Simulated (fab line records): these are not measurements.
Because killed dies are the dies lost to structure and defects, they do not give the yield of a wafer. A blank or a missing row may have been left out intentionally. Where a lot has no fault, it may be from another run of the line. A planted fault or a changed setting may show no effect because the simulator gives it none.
fab line records    flow n5Finfet
record lots=4  wafers=12  lastDay=15
route steps=1938 shown MOL_CONTACT_COAG@611 BEOL_M0_SAQP@632 PASSIVATION@1936
lots that met no fault: from a run of the same line without faults
startH: the number of hours between the record's first day and the start of the first shown wafer of the lot    waitH: hours from the lot's prior step to this one    " identical to the entry in the row above    L1.1+2: a single row standing in for several wafers    - either no value or no given start    * or withheld: withheld    < > ~ a bound
route shown NAME@n: a module of which the file shows steps, and the number in the route of the first    usual: mean/standard deviation taken from wafers without a fault    same: alike in all rows    chamber/n: place in a boat    sites: each site's reading    _std_site: standard deviation of those values    _edge_site: the outer-site mean with the inner-site mean subtracted    radiusMm: how far each site lies from the wafer's centre    mask NAME#n: copy n    behind: the tool/chamber that last shaped the wafer    hold: what put the lot on hold/how long, in hours/how the hold closed    device: the transistor (n, p or np) that didn't switch    end of line: the tests these same wafers got at the end of their route    step lacking rows: just its recipe    killed: at the first sort, the dies lost to defects and structure; wafer yield is something else    map: a wafer's dies, x killed, . not, _ none there
set.NAME: the setting that was run; set.NAME@STEP: the one run at that earlier step    model.NAME: the simulator's own value behind a step, which no gauge read
a table for each step, a row for each wafer; lots at some steps of the route
services: a tool's chamber out of use, with start hour (startH, from the record's first day; less than 0 if before it), hours out, and reason
## steps
# step N5_MOL_CONTACT_COAG_STRIP_68
# recipe chemistry=N2/H2  tempC=40  n2FlowSccm=200  h2FlowSccm=200  rfFrequencyHz=6e+07
# step N5_MOL_CONTACT_COAG_STRIP_69
# recipe chemistry=N2/H2  tempC=40  n2FlowSccm=200  h2FlowSccm=200  rfFrequencyHz=6e+07
# step N5_MOL_CONTACT_COAG_ETCHBACK_136
# recipe chemistry=CHF3  target=SiO2  targetDepthA=250  timeS=16.7  ionEnergyEv=200  pressureMtorr=30  sourceW=610  biasW=170  Ar_flow_sccm=200  CHF3_flow_sccm=50
# step N5_MOL_CONTACT_COAG_STRIP_120
# recipe chemistry=CHF3  resist=SiARC  rfFrequencyHz=6e+07
# step N5_MOL_CONTACT_COAG_VIA_ETCH_117
# recipe chemistry=C4F6/O2  targetDepthA=400  overetchA=80  maskMaterial=SOC  target=SiO2  biasW=455  pressureMtorr=10  timeS=26  sourceW=325  Ar_flow_sccm=300  C4F6_flow_sccm=10  O2_flow_sccm=10  ionEnergyEv=575.3  ends=endPoint
# step N5_MOL_CONTACT_COAG_ETCH_124
# recipe chemistry=CH3F/O2  target=SiNx  targetDepthA=65  maskMaterial=SOC  stopOn=SiOC  overEtchFrac=0.3  ionEnergyEv=120  pressureMtorr=30  sourceW=395  biasW=73  Ar_flow_sccm=150  CH3F_flow_sccm=30  O2_flow_sccm=20  ends=endPoint
# step N5_MOL_CONTACT_COAG_ETCH_48
# recipe chemistry=C4F6/O2  targetDepthA=150  overetchA=45  maskMaterial=SOC  target=SiOC  biasW=465  pressureMtorr=10  timeS=17  sourceW=335  Ar_flow_sccm=300  C4F6_flow_sccm=10  O2_flow_sccm=10  ionEnergyEv=576
# step N5_MOL_CONTACT_COAG_STRIP_72
# recipe chemistry=N2/H2  powerW=450  tempC=40  pressureMtorr=20  rfFrequencyHz=6e+07  overashFraction=3  biasPowerW=7  h2Frac=0.5  n2FlowSccm=200  h2FlowSccm=200
# step N5_MOL_CONTACT_COAG_STRIP_49
# recipe chemistry=N2/H2  timeS=30  powerW=1000  tempC=250  pressureMtorr=withheld  n2FlowSccm=1750  h2FlowSccm=3250
# step N5_MOL_CONTACT_COAG_PRECLEAN_138
# recipe chemistry=alkalineClean  tempC=60  timeS=60  doPpb=50
# step N5_MOL_CONTACT_COAG_SRD_139
# recipe dry=ipaMarangoni  timeS=30  tempC=23  rinseLiquid=diw
# step N5_MOL_CONTACT_COAG_PRE_CLEAN_121
# recipe gas=H2/He  timeS=*  tempC=withheld
lot.wafer   tool     chamber  startH  waitH
L874.1+4+6  cvdW-01  0,1,1    104.55  0.0
L884.1+2+6  cvdW-01  0,1,0    165.90  0.0
L885.1+2+4  cvdW-01  1,0,0    175.33  0.0
L886.1+4+6  cvdW-02  0        179.41  0.0
# step N5_MOL_CONTACT_COAG_CVD_140
# recipe material=W  targetThkA=665  mode=selectiveFill  tempC=300  timeS=215
# step N5_MOL_CONTACT_COAG_PRECLEAN_127
# recipe chemistry=DIW  timeS=57.5  tempC=23
# step N5_MOL_CONTACT_COAG_SRD_128
# recipe dryTimeS=32  dry=n2Spin  spinRpm=1500
# step N5_MOL_CONTACT_COAG_CMP_52
# recipe stopOn=SiO2  tOverpolishS=1.5  postCmpClean=wDiluteNh4oh  downForcePsi=4  platenRpm=50.289  padVelocityMS=1.0006  targetThkNm=66.5
# step N5_MOL_CONTACT_COAG_ANNEAL_112
# recipe tempC=400  timeS=1800  ambient=HPD2  pressureAtm=10
# step N5_BEOL_M0_SAQP_PECVD_00
# recipe material=SiCN  targetThkA=80  tempC=withheld  precursor=3MS/NH3  pressureTorr=3  rfW=202  timeS=14
# step N5_BEOL_M0_SAQP_ILD_DEP_01
# recipe material=SiOC  targetThkA=454.19  tempC=350  precursor=DEMS/O2  pressureTorr=5  rfW=500  timeS=8.7
# step N5_BEOL_M0_SAQP_HM_DEP_02
# recipe material=TiN  targetThkA=120  tempC=25  chamberPressurePa=0.49996
# step N5_BEOL_M0_SAQP_PECVD_03
# recipe material=SiCN  targetThkA=120  tempC=withheld  precursor=3MS/NH3  pressureTorr=3  rfW=202  timeS=21.1
# step N5_BEOL_M0_SAQP_PECVD_96
# recipe material=a-Si  targetThkA=450  tempC=350  precursor=SiH4/He  pressureTorr=3  rfW=100  timeS=45.2
# step N5_BEOL_M0_SAQP_PECVD_97
# recipe material=SiNx  targetThkA=230  tempC=350  precursor=SiH4/NH3/N2  pressureTorr=1.5  rfW=300  timeS=19.9
# step N5_BEOL_M0_SAQP_PECVD_04
# recipe material=a-Si  targetThkA=600  tempC=350  precursor=SiH4/He  pressureTorr=3  rfW=100  timeS=60.2
# step N5_BEOL_M0_SAQP_HM_DEP_111
# recipe material=SiO2  targetThkA=120  tempC=400  precursor=SiH4/N2O  pressureTorr=0.75  rfW=275  timeS=7.2
# step N5_BEOL_M0_SAQP_COAT_81
# recipe resist=SOC  tempC=250  timeS=60  spinRpm=1500  resistThkNm=100
# step N5_BEOL_M0_SAQP_COAT_82
# recipe resist=SiARC  tempC=220  timeS=60  spinRpm=1500  resistThkNm=30
# step N5_BEOL_M0_SAQP_COAT_08
# recipe resist=CAR-ArF  spinRpm=1500  resistThkNm=90
# step N5_BEOL_M0_SAQP_EBR_10
# recipe solvent=PGMEA  ebrWidthMm=1.5
# step N5_BEOL_M0_SAQP_SOFTBAKE_09
# recipe tempC=110  timeS=60  resist=CAR-ArF
# step N5_BEOL_M0_SAQP_EXPOSE_11
# recipe maskId=M0_CORE  na=1.35  sourceShape=dipole  sigmaInner=0.538  sigmaOuter=0.738  polarization=te  targetCdNm=42  doseMj=55
# step N5_BEOL_M0_SAQP_PEB_12
# recipe pebTempC=withheld  pebTimeS=60  resist=CAR-ArF
# step N5_BEOL_M0_SAQP_DEVELOP_13
# recipe developTimeS=30  developer=TMAH  resist=CAR-ArF  devTempC=23  rinseLiquid=diw  dry=airSpin
# step N5_BEOL_M0_SAQP_DESCUM_19
# recipe chemistry=O2  timeS=7.9  sourcePowerW=50  biasPowerW=20  pressureMtorr=20  rfFrequencyHz=2.712e+07  tempC=40  resist=CAR-ArF  o2FlowSccm=225
# step N5_PASSIVATION_PROBE_49
# usual defectLimitedYield=91.2/1.4  killed_at_M0_to_M3=32/10  killed_at_M4_up=14/6.2  killedAtContacts=12/6.3  killedAtFrontEnd=42/13  killedAtOther=4/3.4  killedDies=104/17  killedOpen=67/12  killedShort=34/8.1  sort_bin_5_function=5.2/0.93  sort_bin_6_memory=3.2/0.65  sort_bin_8_speed=0.00/0.017  sortNPass=1075/16  sortYieldPct=91.1/1.4
# same grossDies=1180  killedAtBackSide=0  sort_bin_4_leakage[%]=0
lot.wafer  tool       chamber  startH  waitH  defectLimitedYield[%]  killed_at_M0_to_M3  killed_at_M4_up  killedAtContacts  killedAtFrontEnd  killedAtOther  killedDies  killedOpen  killedShort  sort_bin_5_function[%]  sort_bin_6_memory[%]  sort_bin_8_speed[%]  sortNPass  sortYieldPct[%]
L884.1     prober-01  -        337.72  0.0    90.1                   21                  28               24                42                2              117         77          34           5.8                     3.6                   0                    1063       90.1
L884.2     prober-01  -        337.77  0.1    80.8                   45                  20               132               29                1              227         71          27           12.1                    5.2                   0                    953        80.8
L884.6     prober-01  -        337.97  0.3    89.0                   30                  24               32                43                1              130         93          33           6.1                     4.5                   0                    1050       89.0
L885.1     prober-02  -        345.73  0.0    81.0                   28                  11               143               41                1              224         71          24           12.3                    4.2                   0                    956        81.0
L885.2     prober-02  -        345.78  0.1    91.8                   34                  15               16                27                5              97          71          26           5.0                     3.1                   0                    1083       91.8
L885.4     prober-02  -        345.88  0.2    91.0                   41                  17               17                28                3              106         65          37           5.3                     3.0                   0                    1074       91.0
# killed by level:class
L884.1 MOL_CONTACT_COAG:geometricParticle:open=18 BEOL_M4:geometricParticle:open=13 FIN_SAQP:geometricParticle:open=9 GATE_CUT:geometricParticle:short=9 MOL_CONTACT_COAG:geometricParticle:short=6 BEOL_M1:geometricParticle:open=6 STI_FIN_REVEAL:geometricParticle:open=5 BEOL_M2:geometricParticle:open=5
L884.2 MOL_CONTACT_COAG:unspecified=126 BEOL_M0_SAQP:geometricParticle:short=11 BEOL_M0:geometricParticle:open=8 BEOL_M4:geometricParticle:open=8 BEOL_M0_SAQP:geometricParticle:open=7 BEOL_M1:geometricParticle:open=7 BEOL_M3:geometricParticle:open=7 DUMMY_GATE:geometricParticle:open=6
L884.6 MOL_CONTACT_COAG:geometricParticle:open=24 STI_FIN_REVEAL:geometricParticle:open=9 BEOL_M0_SAQP:geometricParticle:short=9 BEOL_M4:geometricParticle:open=9 BEOL_M3:geometricParticle:open=8 MOL_CONTACT_COAG:geometricParticle:short=8 DUMMY_GATE:geometricParticle:open=6 BEOL_M0_SAQP:geometricParticle:open=6
L885.1 MOL_CONTACT_COAG:unspecified=128 STI_FIN_REVEAL:geometricParticle:open=25 MOL_CONTACT_COAG:geometricParticle:open=12 BEOL_M0_SAQP:geometricParticle:open=9 STI_FIN_REVEAL:geometricParticle:short=5 FIN_SAQP:geometricParticle:open=4 BEOL_M0_SAQP:geometricParticle:short=4 BEOL_M2:geometricParticle:open=4
L885.2 MOL_CONTACT_COAG:geometricParticle:open=11 BEOL_M3:geometricParticle:open=9 BEOL_M4:geometricParticle:open=9 FIN_SAQP:geometricParticle:open=6 BEOL_M2:geometricParticle:open=6 FIN_SAQP:geometricParticle:short=5 STI_FIN_REVEAL:geometricParticle:open=5 MOL_CONTACT_COAG:geometricParticle:short=5
L885.4 MOL_CONTACT_COAG:geometricParticle:open=15 BEOL_M0_SAQP:geometricParticle:short=9 BEOL_M0_SAQP:geometricParticle:open=9 BEOL_M4:geometricParticle:open=7 STI_FIN_REVEAL:geometricParticle:open=5 BEOL_M4:geometricParticle:short=5 BEOL_M2:geometricParticle:open=5 BEOL_M3:geometricParticle:open=5
# map L884.2 (x killed, . not)
_________________............________________
______________..xxxx............_____________
___________..........x.....x.......__________
__________x...............x.x......._________
________........x.....x..............._______
_______.....x.........x................______
______..x..............................x_____
_____....x...x.............x.............____
____...............x...................x.x___
___.x..xx..............xxx.................__
___x....x.........x..x...x......xxx.....x..__
__....................................x.x..._
__..x.......x....x.x...........x.........x.._
_..............x..............x.....x.x....x.
_..x..x..........x.....x...x......x....x.....
_..x...............................x.........
_...x...........x............................
_............................x..........x....
_.........x.................x.xx.x.x.........
_...........x.........x.x...x..........x.....
_......x.......x.x.........xx.x.x............
__..........................xx.xx.x........._
__..x................xx....xxxxx.xx........._
___.........x....x....xxxxxxxxxxxxxx.....x.__
___..x..x.........x..xxxxxxxxxxxxxxx.x....x__
____...x..........xx..xxxxxxxxxxxxx.x.....___
_____........x........xxxxxxxxxxxxxx.x...____
______..............x.xxxxxxxxxxxxx..xx._____
_______................xxxxxxxxxxxx....______
________.............xx.xxxxxxxxxxx..._______
__________..............xxxxxxx.x..._________
___________x.....x....x.xxx.x.x.x..__________
______________.xx........x....x._____________
_________________............________________
# map L885.1 (x killed, . not)
_________________...........x________________
______________........x.......x._____________
___________................xx......__________
__________.....x...................._________
________..........x...............x..._______
_______.x.........................x....______
______x................................._____
_____..x....x.....x.x...............x....____
____x...........x......x..x.x......x..x...___
___........................................__
___......x...............x.................__
__...x............x............x..........xx_
__.........xx.x.........x..................._
_......x...............x....................x
_...x...x...............x.x............x.x...
_x.........................x..........x......
_....x..x.x........................x.......x.
_.......x.....x..................x....x......
_x....x...........x...........x..x...........
_......x....x.........................x....x.
_.x.................x....x.xxx....x..........
__..........x.....x.....xx.xx....x.........._
__........x............x.xxxxxxxx..........._
___.....x.............x.xx.xxxxxxx.........__
___.x........x.......x.xxxxxxxxxxxx.x...x..__
____...................xxxxxxxxxxxx.xx....___
_____.......x........x.xxxxxxxxxxxxx.x...____
______x...x......x.x..xxxxxxxxxxxxxxx..._____
_______.........xx...x.xxxxxxxxxxxxxx..______
________.x............xxxxxxxxxxxx.x.._______
__________....x.....x.x..xxxxxxxx.xx_________
___________.........x......x.xxx.x.__________
______________....x..x..x.x..xxx_____________
_________________..........xx________________
## services
tool     chamber  startH  hours  kind
cvdW-01  0        87.15   1.8    repair
cvdW-02  -        98.71   14.6   pm
cvdW-01  1        122.07  3.5    repair
## key
firstSign step=N5_PASSIVATION_PROBE_49  reading=killedAtContacts  direction=up  sigmas=20  usual=12  struck=138
effect step=N5_PASSIVATION_PROBE_49  reading=defectLimitedYield  direction=down  sigmas=7.3  usual=91.2  struck=80.9
moreKillsBornAt N5_MOL_CONTACT_COAG_PRE_CLEAN_121@cvdW-01=254
metAt N5_MOL_CONTACT_COAG_PRE_CLEAN_121
struckWafers L884.2,L885.1
onsetBetween 104.55 165.90
fault kind=chamberParticleSource  tool=cvdW-01  chamber=1  onsetH=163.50  steps=N5_MOL_CONTACT_COAG_PRE_CLEAN_121  ratePerVisitCm2=0.85773  endH=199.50
